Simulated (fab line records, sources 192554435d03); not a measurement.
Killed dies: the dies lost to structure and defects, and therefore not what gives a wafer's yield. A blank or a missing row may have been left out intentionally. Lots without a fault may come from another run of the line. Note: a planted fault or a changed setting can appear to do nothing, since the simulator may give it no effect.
fab line records	flow n5-finfet
record: lots: 7	wafers: 39
route steps=1938 shown ZERO_LAYER@11 FIN_SAQP@102 SD_EPI_N@279 HKMG_FIN@444 BEOL_M0_SAQP@640 BEOL_M2@841
start-h: start of the lot's first displayed wafer, in hours after the record's first day	wait-h: hours since the lot's step before	" same as the row above	L1.1+2: one row covering several wafers at once	- no value, or no start given	* or withheld: withheld	< > ~ a bound
route shown NAME@n: a module of which the file shows steps, and the number in the route of the first	usual: mean/standard deviation taken from wafers without a fault	same: alike in all rows	chamber/n: place in a boat	sites: per-site readings	_std_site: the values' standard deviation	_edge_site: inner sites' mean taken away from outer sites' mean	radius-mm: how far each site lies from the wafer's centre	mask NAME#n: copy n	behind: the most recent tool/chamber to have shaped the wafer	hold: cause of the lot's hold/its duration in hours/its outcome	device: whichever transistor did not switch (one of n, p or np)	end of line: tests of these same wafers at the route's end	a step without rows: its recipe alone	killed: dies lost to structure and defects at the first sort, not the wafer's yield	map: shows each die of a wafer: x if killed, . if not, _ if none is there
set.NAME: the run value of the setting; set.NAME@STEP: its run value at that earlier step	model.NAME: the simulator's own value behind a step, which no gauge read
lots whose settings were changed on purpose; a table a step, a row a wafer
== steps ==
step: N5_ZERO_LAYER_DEVELOP_10
recipe: develop-time-s: 60	rinse-liquid: diw	dry: air-spin	dev-temp-c: 21
lot.wafer	tool	chamber	start-h	wait-h	set.develop-time-s
L074.1+3+5	litho-track-03	0	-	-	60
L074.2+4+6	"	0	"	"	84.58
L075.2+3+6	litho-track-04	0	-	-	60
L078.1+2+3+4+5+6	litho-track-04	0	-	-	60
L079.1+2+3+4+5+6	litho-track-04	0	-	-	60
L083.1+4+6	litho-track-03	0	-	-	60
L083.2+3+5	"	0	"	"	78.56
L092.1+3+4	litho-track-04	0	-	-	60
L092.2+5+6	"	0	"	"	24.69
L097.1+2+4	litho-track-03	0	-	-	60
L097.3+5+6	"	0	"	"	32.77
step: N5_ZERO_LAYER_HARDBAKE_23
recipe: temp-c: 130	time-s: 120
step: N5_ZERO_LAYER_CD_MEAS_11
recipe: target-cd-nm: 2000	landing-energy-ev: 500	detector: se-inlens
usual: cd-nm: 1999.6/1.9
lot.wafer	tool	chamber	start-h	wait-h	set.develop-time-s@ZERO_LAYER_DEVELOP_10	cd-nm
L074.1	cd-sem-03	0	12.68	-	60	1998.3
L074.2	"	0	"	"	84.58	2004.7
L074.3	"	0	"	"	60	1997.7
L074.4	"	0	"	"	84.58	2004.2
L074.5	"	0	"	"	60	1998.2
L074.6	"	0	"	"	84.58	2008.6
L075.2	cd-sem-03	0	18.77	-	60	2000.4
L075.3	"	0	"	"	60	1999.7
L075.6	"	0	"	"	60	1997.9
L078.1	cd-sem-01	0	36.79	-	60	2000.1
L078.2	"	0	"	"	60	1998.7
L078.3	"	0	"	"	60	2001.2
L078.4	"	0	"	"	60	1999.4
L078.5	"	0	"	"	60	2000.8
L078.6	"	0	"	"	60	1999.2
L079.1	cd-sem-03	0	42.64	-	60	1998.8
L079.2	"	0	"	"	60	1997.8
L079.3	"	0	"	"	60	1998.1
L079.4	"	0	"	"	60	1999.7
L079.5	"	0	"	"	60	2000.2
L079.6	"	0	"	"	60	2001.7
L083.1	cd-sem-01	0	66.74	-	60	2000.5
L083.2	"	0	"	"	78.56	2006.1
L083.3	"	0	"	"	78.56	2005.3
L083.4	"	0	"	"	60	2001.4
L083.5	"	0	"	"	78.56	2004.6
L083.6	"	0	"	"	60	2004.6
L092.1	cd-sem-01	0	120.67	-	60	1999.2
L092.2	"	0	"	"	24.69	1981.1
L092.3	"	0	"	"	60	2001.2
L092.4	"	0	"	"	60	2000.1
L092.5	"	0	"	"	24.69	1982.2
L092.6	"	0	"	"	24.69	1980.0
L097.1	cd-sem-01	0	150.64	-	60	2001.7
L097.2	"	0	"	"	60	1999.2
L097.3	"	0	"	"	32.77	1985.7
L097.4	"	0	"	"	60	2000.8
L097.5	"	0	"	"	32.77	1983.5
L097.6	"	0	"	"	32.77	1985.4
step: N5_ZERO_LAYER_DESCUM_16
recipe: chemistry: O2	time-s: 7.9	source-power-w: 50	bias-power-w: 20	pressure-mtorr: 20	rf-frequency-hz: 2.712e+07	temp-c: 40	o2-flow-sccm: 225
lot.wafer	tool	chamber	start-h	wait-h	set.develop-time-s@ZERO_LAYER_DEVELOP_10	model.ZERO_LAYER.cd-nm
L074.1+3+5	rie-diel-04	3,1,2	12.72	0.0	60	1998
L074.2	"	2	"	"	84.58	2005
L074.4	"	0	"	"	84.58	2004
L074.6	"	3	"	"	84.58	2009
L075.2+3	rie-diel-06	0,1	18.81	0.0	60	2000
L075.6	"	3	"	"	60	1998
L078.1	rie-diel-06	3	37.02	0.2	60	2000
L078.2+4+6	"	0,1,1	"	"	60	1999
L078.3+5	"	2,0	"	"	60	2001
L079.1	rie-diel-02	3	42.86	0.2	60	1999
L079.2+3	"	1,2	"	"	60	1998
L079.4+5	"	0,2	"	"	60	2000
L079.6	"	1	"	"	60	2002
L083.1	rie-diel-02	0	66.78	0.0	60	2000
L083.2	"	3	"	"	78.56	2006
L083.3+5	"	2,3	"	"	78.56	2005
L083.4	"	1	"	"	60	2002
L083.6	"	2	"	"	60	2005
L092.1	rie-diel-06	0	120.71	0.0	60	1999
L092.2	"	2	"	"	24.69	1981
L092.3+4	"	1,3	"	"	60	2001
L092.5	"	2	"	"	24.69	1982
L092.6	"	3	"	"	24.69	1980
L097.1	rie-diel-02	1	150.68	0.0	60	2002
L097.2	"	0	"	"	60	1999
L097.3+6	"	3,0	"	"	32.77	1986
L097.4	"	1	"	"	60	2000
L097.5	"	3	"	"	32.77	1983
step: N5_FIN_SAQP_HM_DEP_72
recipe: material: SiO2	target-thk-a: 120	temp-c: 400	precursor: SiH4/N2O	pressure-torr: 0.75	rf-w: 275	time-s: 7.2
lot.wafer	tool	chamber	start-h	wait-h	set.target-thk-a	model.SiO2_of_FIN_SAQP_HM_DEP_72.thk-nm
L074.1	pecvd-01	0	21.41	0.0	120	11.64
L074.2	"	1	"	"	120	11.54
L074.3	"	1	"	"	120	11.7
L074.4	"	0	"	"	120	11.97
L074.5	"	1	"	"	120	11.81
L074.6	"	0	"	"	120	11.77
L075.2	pecvd-01	0	27.26	0.0	120	11.65
L075.3	"	0	"	"	120	11.84
L075.6	"	0	"	"	120	12.14
L078.1	pecvd-01	1	45.22	0.0	120	11.63
L078.2	"	0	"	"	120	11.76
L078.3	"	0	"	"	120	12.05
L078.4	"	1	"	"	120	11.89
L078.5	"	1	"	"	120	11.84
L078.6	"	0	"	"	120	11.92
L079.1	pecvd-03	2	51.29	0.0	120	12.18
L079.2	"	0	"	"	120	12.14
L079.3	"	1	"	"	120	11.83
L079.4	"	0	"	"	120	12.09
L079.5	"	1	"	"	120	11.91
L079.6	"	2	"	"	120	12.04
L083.1	pecvd-04	0	75.34	0.0	120	12.04
L083.2	"	1	"	"	84.07	8.37
L083.3	"	2	"	"	84.07	8.328
L083.4	"	1	"	"	84.07	8.499
L083.5	"	0	"	"	120	12.36
L083.6	"	2	"	"	120	12.15
L092.1	pecvd-03	1	130.40	0.0	70.45	6.903
L092.2	"	2	"	"	70.45	6.935
L092.3	"	1	"	"	120	12.04
L092.4	"	2	"	"	70.45	7.205
L092.5	"	2	"	"	120	12.14
L092.6	"	1	"	"	120	12.1
L097.1	pecvd-03	0	162.34	0.0	120	11.76
L097.2	"	1	"	"	120	11.78
L097.3	"	2	"	"	120	11.79
L097.4	"	1	"	"	120	11.87
L097.5	"	0	"	"	120	12.18
L097.6	"	2	"	"	120	11.9
step: N5_FIN_SAQP_COAT_49
recipe: resist: SOC	temp-c: 250	time-s: 60	spin-rpm: 1500	resist-thk-nm: 100
step: N5_FIN_SAQP_COAT_50
recipe: resist: SiARC	temp-c: 220	time-s: 60	spin-rpm: 1500	resist-thk-nm: 35
step: N5_FIN_SAQP_ETCH_52
recipe: chemistry: N2/H2	target: SOC	target-depth-a: 1000	overetch-a: 200	mask-material: SiARC	temp-c: 40	time-s: 150	ion-energy-ev: 200	pressure-mtorr: 30	source-w: 840	bias-w: 150	n2-flow-sccm: 200	h2-flow-sccm: 200	ends: end-point
step: N5_FIN_SAQP_STRIP_53
recipe: chemistry: N2/H2	temp-c: 40	n2-flow-sccm: 200	h2-flow-sccm: 200	rf-frequency-hz: 6e+07
step: N5_FIN_SAQP_HM_OPEN_73
recipe: chemistry: CHF3/O2	target: SiO2	stop-on: a-Si	target-depth-a: 120	over-etch-frac: 1.8	mask-material: SOC	time-s: 16.8	pressure-mtorr: 30	source-w: 650	bias-w: 170	Ar_flow_sccm: 200	CHF3_flow_sccm: 50	O2_flow_sccm: 5	ion-energy-ev: 200	ends: end-point
lot.wafer	tool	chamber	start-h	wait-h	set.target-thk-a@FIN_SAQP_HM_DEP_72	model.etch.depth-nm
L074.1	rie-diel-05	3	22.05	0.0	120	11.64
L074.2	"	2	"	"	120	11.54
L074.3	"	1	"	"	120	11.7
L074.4	"	0	"	"	120	11.97
L074.5	"	3	"	"	120	11.81
L074.6	"	2	"	"	120	11.77
L075.2	rie-diel-05	3	28.03	0.0	120	11.65
L075.3	"	2	"	"	120	11.84
L075.6	"	2	"	"	120	12.14
L078.1	rie-diel-01	2	46.06	0.0	120	11.63
L078.2	"	0	"	"	120	11.76
L078.3	"	3	"	"	120	12.05
L078.4	"	1	"	"	120	11.89
L078.5	"	0	"	"	120	11.84
L078.6	"	3	"	"	120	11.92
L079.1	rie-diel-03	2	52.04	0.0	120	12.18
L079.2	"	1	"	"	120	12.14
L079.3	"	0	"	"	120	11.83
L079.4	"	3	"	"	120	12.09
L079.5	"	3	"	"	120	11.91
L079.6	"	0	"	"	120	12.04
L083.1	rie-diel-03	2	76.08	0.0	120	12.04
L083.2	"	0	"	"	84.07	8.37
L083.3	"	1	"	"	84.07	8.328
L083.4	"	2	"	"	84.07	8.499
L083.5	"	0	"	"	120	12.36
L083.6	"	1	"	"	120	12.15
L092.1	rie-diel-05	0	131.20	0.0	70.45	6.903
L092.2	"	1	"	"	70.45	6.935
L092.3	"	2	"	"	120	12.04
L092.4	"	3	"	"	70.45	7.205
L092.5	"	1	"	"	120	12.14
L092.6	"	2	"	"	120	12.1
L097.1	rie-diel-01	0	163.37	0.0	120	11.76
L097.2	"	3	"	"	120	11.78
L097.3	"	2	"	"	120	11.79
L097.4	"	1	"	"	120	11.87
L097.5	"	3	"	"	120	12.18
L097.6	"	0	"	"	120	11.9
step: N5_SD_EPI_N_ETCH_16
recipe: chemistry: CHF3/O2	target: SiO2	target-depth-a: 50	mask-material: SOC	pressure-mtorr: 30	source-w: 650	bias-w: 170	Ar_flow_sccm: 200	CHF3_flow_sccm: 50	O2_flow_sccm: 5	ion-energy-ev: 200
lot.wafer	tool	chamber	start-h	wait-h	set.target-depth-a	model.etch.depth-nm
L074.1	rie-diel-01	0	50.09	0.1	62.69	6.122
L074.2	"	1	"	"	62.69	6.058
L074.3	"	2	"	"	50	5.004
L074.4	"	3	"	"	62.69	6.094
L074.5	"	2	"	"	50	4.997
L074.6	"	3	"	"	50	4.816
L075.2	rie-diel-03	3	58.06	0.1	50	4.878
L075.3	"	1	"	"	50	5.025
L075.6	"	1	"	"	50	4.993
L078.1	rie-diel-05	3	74.97	0.1	50	5.04
L078.2	"	0	"	"	50	5.039
L078.3	"	2	"	"	50	4.906
L078.4	"	1	"	"	50	4.823
L078.5	"	2	"	"	50	4.977
L078.6	"	1	"	"	50	4.816
L079.1	rie-diel-03	2	79.48	0.1	50	4.992
L079.2	"	0	"	"	50	4.963
L079.3	"	1	"	"	50	4.914
L079.4	"	0	"	"	50	4.958
L079.5	"	1	"	"	50	4.971
L079.6	"	2	"	"	50	5.006
L083.1	rie-diel-03	2	104.44	0.1	50	4.951
L083.2	"	0	"	"	27.08	2.684
L083.3	"	1	"	"	50	4.914
L083.4	"	0	"	"	50	4.945
L083.5	"	2	"	"	27.08	2.702
L083.6	"	1	"	"	27.08	2.676
L092.1	rie-diel-01	2	160.39	0.1	61.28	6.149
L092.2	"	0	"	"	50	4.919
L092.3	"	3	"	"	50	4.924
L092.4	"	1	"	"	61.28	6.233
L092.5	"	2	"	"	50	5.008
L092.6	"	3	"	"	61.28	6.042
L097.1	rie-diel-03	0	191.57	0.1	75.68	7.415
L097.2	"	1	"	"	50	4.885
L097.3	"	2	"	"	50	4.997
L097.4	"	1	"	"	75.68	7.495
L097.5	"	2	"	"	75.68	7.552
L097.6	"	0	"	"	50	4.859
step: N5_HKMG_FIN_ETCH_86
recipe: chemistry: N2/H2	target: SOC	target-depth-a: 3932	stop-on: TiN	ion-energy-ev: 100	bias-w: 61	pressure-mtorr: 30	source-w: 850	n2-flow-sccm: 200	h2-flow-sccm: 200
lot.wafer	tool	chamber	start-h	wait-h	set.target-depth-a	model.SOC_of_HKMG_FIN_COAT_85.thk-nm
L074.1+5	rie-diel-01	3	79.71	-	3932	19.2
L074.2	"	0	"	"	3932	13.2
L074.3+4	"	3,0	"	"	4824	8.6
L074.6	"	0	"	"	4824	8.4
L075.2	rie-diel-05	3	85.24	-	3932	19.2
L075.3	"	2	"	"	3932	17.6
L075.6	"	1	"	"	3932	21
L078.1	rie-diel-05	3	103.89	-	2870	95.4
L078.2	"	0	"	"	2870	96
L078.3	"	1	"	"	3932	21.4
L078.4+6	"	2	"	"	3932	17.8
L078.5	"	1	"	"	2870	96.6
L079.1	rie-diel-05	3	106.39	-	3932	19.4
L079.2	"	1	"	"	1810	171.8
L079.3	"	0	"	"	1810	171.6
L079.4	"	2	"	"	1810	170.6
L079.5	"	3	"	"	3932	19.6
L079.6	"	2	"	"	3932	17.8
L083.1	rie-diel-03	1	131.00	-	3932	19
L083.2+4	"	0	"	"	3932	19.4
L083.3+5+6	"	2,2,1	"	"	4672	8.6
L092.1	rie-diel-05	1	187.30	-	1859	168.8
L092.2	"	2	"	"	3932	18.2
L092.3+6	"	0	"	"	3932	21
L092.4	"	3	"	"	1859	168.2
L092.5	"	3	"	"	1859	167.6
L097.1+3	rie-diel-01	0,2	218.04	-	3197	68.6
L097.2+6	"	3	"	"	3932	11.8
L097.4	"	1	"	"	3932	12.8
L097.5	"	0	"	"	3197	68.4
step: N5_BEOL_M0_SAQP_HM_DEP_111
recipe: material: SiO2	target-thk-a: 120	temp-c: 400	precursor: SiH4/N2O	pressure-torr: 0.75	rf-w: 275	time-s: 7.2
lot.wafer	tool	chamber	start-h	wait-h	set.time-s	model.SiO2_of_BEOL_M0_SAQP_HM_DEP_111.thk-nm
L074.1+5+6	pecvd-04	1,0,2	109.26	0.0	3.269	5.6
L074.2	"	0	"	"	7.2	12
L074.3+4	"	2,1	"	"	7.2	12.2
L075.2+6	pecvd-03	2,1	116.73	0.0	7.2	11.8
L075.3	"	0	"	"	7.2	12
L078.1+4	pecvd-03	2	131.95	0.0	7.2	11.6
L078.2	"	1	"	"	7.2	12
L078.3+5+6	"	1,2,1	"	"	5.892	9.6
L079.1	pecvd-03	1	137.45	0.0	7.2	12
L079.2+3+6	"	2,0,0	"	"	4.733	8
L079.4+5	"	1,2	"	"	7.2	12.2
L083.1	pecvd-02	2	161.70	0.0	11.24	18.4
L083.2+6	"	1,2	"	"	11.24	18.6
L083.3	"	0	"	"	7.2	12.2
L083.4	"	1	"	"	7.2	12
L083.5	"	0	"	"	7.2	12.6
L092.1	pecvd-02	1	216.60	0.0	11.28	18.6
L092.2+5	"	0,1	"	"	7.2	12.2
L092.3+6	"	0	"	"	11.28	19.2
L092.4	"	1	"	"	7.2	12
L097.1	pecvd-02	0	246.25	0.0	8.895	15
L097.2	"	2	"	"	8.895	14.6
L097.3	"	1	"	"	8.895	14.8
L097.4	"	1	"	"	7.2	12
L097.5	"	2	"	"	7.2	11.8
L097.6	"	0	"	"	7.2	12.4
step: N5_BEOL_M0_SAQP_COAT_81
recipe: resist: SOC	temp-c: 250	time-s: 60	spin-rpm: 1500	resist-thk-nm: 100
step: N5_BEOL_M0_SAQP_COAT_82
recipe: resist: SiARC	temp-c: 220	time-s: 60	spin-rpm: 1500	resist-thk-nm: 30
step: N5_BEOL_M0_SAQP_ETCH_84
recipe: chemistry: N2/H2	target: SOC	target-depth-a: 1000	overetch-a: 200	mask-material: SiARC	temp-c: 40	time-s: 150	ion-energy-ev: 200	pressure-mtorr: 30	source-w: 840	bias-w: 150	n2-flow-sccm: 200	h2-flow-sccm: 200
step: N5_BEOL_M0_SAQP_STRIP_80
recipe: chemistry: N2/H2	temp-c: 40	n2-flow-sccm: 200	h2-flow-sccm: 200	rf-frequency-hz: 6e+07
step: N5_BEOL_M0_SAQP_HM_OPEN_112
recipe: chemistry: CHF3/O2	target: SiO2	stop-on: a-Si	target-depth-a: 120	over-etch-frac: 1.25	mask-material: SOC	time-s: 13.5	pressure-mtorr: 30	source-w: 650	bias-w: 170	Ar_flow_sccm: 200	CHF3_flow_sccm: 50	O2_flow_sccm: 5	ion-energy-ev: 200	ends: end-point
usual: oes-product-au: 0.52/0.046
lot.wafer	tool	chamber	start-h	wait-h	set.time-s@BEOL_M0_SAQP_HM_DEP_111	oes-product-au	model.etch.depth-nm
L074.1	rie-diel-02	1	109.99	0.0	3.269	0.41	5.57
L074.2	"	0	"	"	7.2	0.48	12.09
L074.3	"	2	"	"	7.2	0.45	12.11
L074.4	"	3	"	"	7.2	0.51	12.1
L074.5	"	0	"	"	3.269	0.37	5.65
L074.6	"	3	"	"	3.269	0.39	5.572
L075.2	rie-diel-04	3	117.33	0.0	7.2	0.55	11.82
L075.3	"	1	"	"	7.2	0.50	11.99
L075.6	"	3	"	"	7.2	0.56	11.89
L078.1	rie-diel-06	0	132.70	0.0	7.2	0.45	11.64
L078.2	"	2	"	"	7.2	0.51	11.92
L078.3	"	3	"	"	5.892	0.40	9.535
L078.4	"	1	"	"	7.2	0.49	11.65
L078.5	"	0	"	"	5.892	0.41	9.589
L078.6	"	3	"	"	5.892	0.41	9.695
L079.1	rie-diel-02	1	138.41	0.0	7.2	0.52	11.91
L079.2	"	0	"	"	4.733	0.40	7.919
L079.3	"	3	"	"	4.733	0.43	8.051
L079.4	"	1	"	"	7.2	0.52	12.11
L079.5	"	0	"	"	7.2	0.48	12.25
L079.6	"	3	"	"	4.733	0.43	7.971
L083.1	rie-diel-04	3	162.45	0.0	11.24	0.67	18.41
L083.2	"	0	"	"	11.24	0.64	18.65
L083.3	"	2	"	"	7.2	0.57	12.28
L083.4	"	1	"	"	7.2	0.51	12.08
L083.5	"	0	"	"	7.2	0.53	12.52
L083.6	"	3	"	"	11.24	0.68	18.62
L092.1	rie-diel-04	3	217.36	0.0	11.28	0.66	18.67
L092.2	"	0	"	"	7.2	0.52	12.18
L092.3	"	1	"	"	11.28	0.61	19.19
L092.4	"	2	"	"	7.2	0.54	12.01
L092.5	"	2	"	"	7.2	0.55	12.17
L092.6	"	3	"	"	11.28	0.67	19.24
L097.1	rie-diel-02	2	246.96	0.0	8.895	0.65	15.05
L097.2	"	3	"	"	8.895	0.53	14.6
L097.3	"	1	"	"	8.895	0.56	14.81
L097.4	"	0	"	"	7.2	0.45	12.08
L097.5	"	0	"	"	7.2	0.45	11.82
L097.6	"	3	"	"	7.2	0.49	12.32
step: N5_BEOL_M2_ILD_DEP_00
recipe: material: SiOC	target-thk-a: 790	temp-c: 350	precursor: DEMS/O2	pressure-torr: 5	rf-w: 500	time-s: 15.3
lot.wafer	tool	chamber	start-h	wait-h	set.time-s	model.SiOC_of_BEOL_M2_ILD_DEP_00.thk-nm
L074.1	pecvd-03	1	130.65	0.0	15.3	78.4
L074.2	"	2	"	"	15.3	77.4
L074.3	"	1	"	"	15.3	79.6
L074.4	"	2	"	"	6.209	31.4
L074.5	"	2	"	"	6.209	32
L074.6	"	1	"	"	6.209	33.2
L075.2+6	pecvd-03	1,2	139.14	0.0	15.3	79.4
L075.3	"	2	"	"	15.3	77.8
L078.1	pecvd-04	2	154.75	0.0	15.3	80.4
L078.2	"	1	"	"	15.3	80.2
L078.3	"	0	"	"	15.3	78
L078.4	"	1	"	"	15.3	80.6
L078.5	"	2	"	"	15.3	81.4
L078.6	"	0	"	"	15.3	79.2
L079.1	pecvd-04	0	158.27	0.0	15.3	77.6
L079.2	"	1	"	"	15.3	78.4
L079.3	"	2	"	"	15.3	79.4
L079.4	"	0	"	"	15.3	79.2
L079.5	"	1	"	"	15.3	80.6
L079.6	"	2	"	"	15.3	79.8
L083.1+5	pecvd-01	1,2	184.94	0.0	15.3	78.8
L083.2+3	"	0,2	"	"	15.3	78
L083.4	"	0	"	"	15.3	78.4
L083.6	"	1	"	"	15.3	79.8
L092.1	pecvd-03	1	238.73	0.0	20.51	103.4
L092.2	"	0	"	"	15.3	78.2
L092.3	"	2	"	"	20.51	102.4
L092.4+6	"	1,0	"	"	15.3	79
L092.5	"	2	"	"	20.51	104.4
L097.1	pecvd-03	1	268.87	0.0	21.13	108.6
L097.2	"	2	"	"	15.3	77.2
L097.3	"	0	"	"	15.3	79.4
L097.4+6	"	2,1	"	"	21.13	109
L097.5	"	0	"	"	15.3	80
step: N5_BEOL_M2_THK_MEAS_01
recipe: reads: SiOC_of_BEOL_M2_ILD_DEP_00
usual: M2_ILD_THK: 78.9/0.92
lot.wafer	tool	chamber	start-h	wait-h	set.time-s@BEOL_M2_ILD_DEP_00	M2_ILD_THK[nm]
L074.1	film-metro-02	-	130.73	0.1	15.3	78.4
L074.2	"	-	"	"	15.3	77.4
L074.3	"	-	"	"	15.3	79.5
L074.4	"	-	"	"	6.209	31.4
L074.5	"	-	"	"	6.209	31.9
L074.6	"	-	"	"	6.209	33.3
L075.2	film-metro-01	-	139.21	0.1	15.3	79.5
L075.3	"	-	"	"	15.3	77.9
L075.6	"	-	"	"	15.3	79.5
L078.1	film-metro-01	-	154.81	0.0	15.3	80.4
L078.2	"	-	"	"	15.3	80.2
L078.3	"	-	"	"	15.3	77.9
L078.4	"	-	"	"	15.3	80.5
L078.5	"	-	"	"	15.3	81.2
L078.6	"	-	"	"	15.3	79.2
L079.1	film-metro-02	-	158.34	0.0	15.3	77.6
L079.2	"	-	"	"	15.3	78.2
L079.3	"	-	"	"	15.3	79.3
L079.4	"	-	"	"	15.3	79.2
L079.5	"	-	"	"	15.3	80.6
L079.6	"	-	"	"	15.3	79.8
L083.1	film-metro-02	-	185.01	0.0	15.3	78.9
L083.2	"	-	"	"	15.3	78.0
L083.3	"	-	"	"	15.3	78.1
L083.4	"	-	"	"	15.3	78.4
L083.5	"	-	"	"	15.3	78.8
L083.6	"	-	"	"	15.3	79.9
L092.1	film-metro-01	-	238.79	0.0	20.51	103.3
L092.2	"	-	"	"	15.3	78.2
L092.3	"	-	"	"	20.51	102.4
L092.4	"	-	"	"	15.3	79.0
L092.5	"	-	"	"	20.51	104.5
L092.6	"	-	"	"	15.3	79.0
L097.1	film-metro-01	-	268.95	0.1	21.13	108.5
L097.2	"	-	"	"	15.3	77.2
L097.3	"	-	"	"	15.3	79.3
L097.4	"	-	"	"	21.13	109.1
L097.5	"	-	"	"	15.3	80.1
L097.6	"	-	"	"	21.13	109.0
== key ==
split: step: N5_ZERO_LAYER_DEVELOP_10	setting: develop-time-s	stated: 60	by: wafer
response: step: N5_ZERO_LAYER_CD_MEAS_11	reading: cd-nm	change: +0.276	per: 1%	r: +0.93
response: step: N5_ZERO_LAYER_DESCUM_16	reading: model.ZERO_LAYER.cd-nm	change: +0.277	per: 1%	r: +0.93
split: step: N5_FIN_SAQP_HM_DEP_72	setting: target-thk-a	stated: 120	by: wafer
response: step: N5_FIN_SAQP_HM_DEP_72	reading: model.SiO2_of_FIN_SAQP_HM_DEP_72.thk-nm	change: +0.124	per: 1%	r: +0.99
response: step: N5_FIN_SAQP_HM_OPEN_73	reading: model.etch.depth-nm	change: +0.124	per: 1%	r: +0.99
split: step: N5_SD_EPI_N_ETCH_16	setting: target-depth-a	stated: 50	by: wafer
response: step: N5_SD_EPI_N_ETCH_16	reading: model.etch.depth-nm	change: +0.0495	per: 1%	r: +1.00
split: step: N5_HKMG_FIN_ETCH_86	setting: target-depth-a	stated: 3932	by: wafer
response: step: N5_HKMG_FIN_ETCH_86	reading: model.SOC_of_HKMG_FIN_COAT_85.thk-nm	shape: bent	at-lowest: 171.3	at-stated: 17.98	at-highest: 8.533
split: step: N5_BEOL_M0_SAQP_HM_DEP_111	setting: time-s	stated: 7.2	by: wafer
response: step: N5_BEOL_M0_SAQP_HM_DEP_111	reading: model.SiO2_of_BEOL_M0_SAQP_HM_DEP_111.thk-nm	change: +0.118	per: 1%	r: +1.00
response: step: N5_BEOL_M0_SAQP_HM_OPEN_112	reading: oes-product-au	change: +0.00224	per: 1%	r: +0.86
response: step: N5_BEOL_M0_SAQP_HM_OPEN_112	reading: model.etch.depth-nm	change: +0.118	per: 1%	r: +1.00
split: step: N5_BEOL_M2_ILD_DEP_00	setting: time-s	stated: 15.3	by: wafer
response: step: N5_BEOL_M2_ILD_DEP_00	reading: model.SiOC_of_BEOL_M2_ILD_DEP_00.thk-nm	change: +0.77	per: 1%	r: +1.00
response: step: N5_BEOL_M2_THK_MEAS_01	reading: M2_ILD_THK	change: +0.77	per: 1%	r: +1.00
